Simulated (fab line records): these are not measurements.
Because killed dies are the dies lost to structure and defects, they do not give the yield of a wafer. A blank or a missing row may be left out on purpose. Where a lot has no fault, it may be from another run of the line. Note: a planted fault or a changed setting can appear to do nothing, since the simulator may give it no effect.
Split-lot trial    flow n5_finfet    21 wafers read across 7 lots, on a route 1938 steps long

== THE SPLIT ITSELF ==
At N5_BEOL_M14_PEB_26 (peb time 90 s), the setting peb_temp_c was moved away from the recipe's 130 C on 7 of the 21 wafers read, by -1.8% to +2.8%. All remaining wafers had this setting at the recipe value.

== FROM THE SPLIT TO THE READING: what the file shows between them, 2 steps ==
- N5_BEOL_M14_DEVELOP_27: develop time 45 s
- N5_BEOL_M14_HARDBAKE_32: time 120 s

== THE READING ==
cd_nm, in nm, at N5_BEOL_M14_CD_MEAS_28 (target cd 284.4 nm). Fault-free wafers of this fab line usually give 284.6 nm, standard deviation 1.9 nm.

wafer   tool, chamber at the split  peb_temp_c as run, C  against the recipe  cd_nm, nm  against lot-mates on the recipe
L076.3  litho_track-04, 0           133.4                 +2.6%               296.9      +13.3
L076.4  litho_track-04, 0           130                   recipe              283.6      -
L076.6  litho_track-04, 0           133.4                 +2.6%               295.7      +12.1
L075.1  litho_track-01, 0           130                   recipe              287.9      -
L075.2  litho_track-01, 0           127.6                 -1.8%               277.6      -10.3
L075.5  litho_track-01, 0           127.6                 -1.8%               272.8      -15.1
L084.1  litho_track-04, 0           133.7                 +2.8%               298.6      +16.7
L084.3  litho_track-04, 0           133.7                 +2.8%               300.3      +18.4
L084.4  litho_track-04, 0           130                   recipe              281.9      -
L082.1  litho_track-01, 0           130                   recipe              286.4      -
L082.4  litho_track-01, 0           130                   recipe              283.4      -
L082.6  litho_track-01, 0           130                   recipe              287.7      -
L086.2  litho_track-01, 0           130                   recipe              284.8      -
L086.3  litho_track-01, 0           130                   recipe              286.1      -
L086.6  litho_track-01, 0           130                   recipe              285.8      -
L091.3  litho_track-02, 0           130                   recipe              287.1      -
L091.4  litho_track-02, 0           128.9                 -0.8%               283.2      -3.5
L091.6  litho_track-02, 0           130                   recipe              286.3      -
L096.1  litho_track-01, 0           130                   recipe              287.1      -
L096.4  litho_track-01, 0           130                   recipe              283.1      -
L096.5  litho_track-01, 0           130                   recipe              285.5      -

THE FIT
A straight line over all 21 wafers: cd_nm changes by +4.73 nm for each +1% of peb_temp_c; r = +0.96; the points scatter about the line by 1.9 nm.
The same after taking each lot's own level away (the mean of its wafers on the recipe; 21 wafers): +5.82 nm for each +1%; r = +0.98; scatter 1.7 nm.
According to that fit, moving peb_temp_c by its largest amount changes the reading by 17 nm.
The lots' own levels span 281.90 to 287.90 nm, that is 3.2 times the standard deviation above.
In other words, the slope is changed by the lot-to-lot level; the two fits disagree.
Check: with one of the wafers moved furthest among these (+2.8%) left out of the fit, the line predicts +16.2 nm for it against its lot-mates. It came out at +16.7 nm against them.

== THE WHOLE CHAIN: every reading that the file lists as answering this split, in the file's order ==
step                    what it does                                            reading                                                          change (the file's fit)               r (the file's)
N5_BEOL_M14_CD_MEAS_28  target cd 284.4 nm                                      cd_nm                                                            +5.75 nm for each +1% of the setting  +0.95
N5_BEOL_M14_DESCUM_33   chemistry O2, time 7.9 s                                BEOL_M14.cd_nm (the simulator's own value, which no gauge read)  +5.75 nm for each +1% of the setting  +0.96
N5_BEOL_M14_ETCH_67     etches SiARC in CF4, target depth 143 nm, time 238.3 s  BEOL_M14.cd_nm (the simulator's own value, which no gauge read)  +5.66 nm for each +1% of the setting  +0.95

== FILE'S OWN FIT ==
cd_nm changes by +5.75 nm for each +1% of peb_temp_c, r = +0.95.
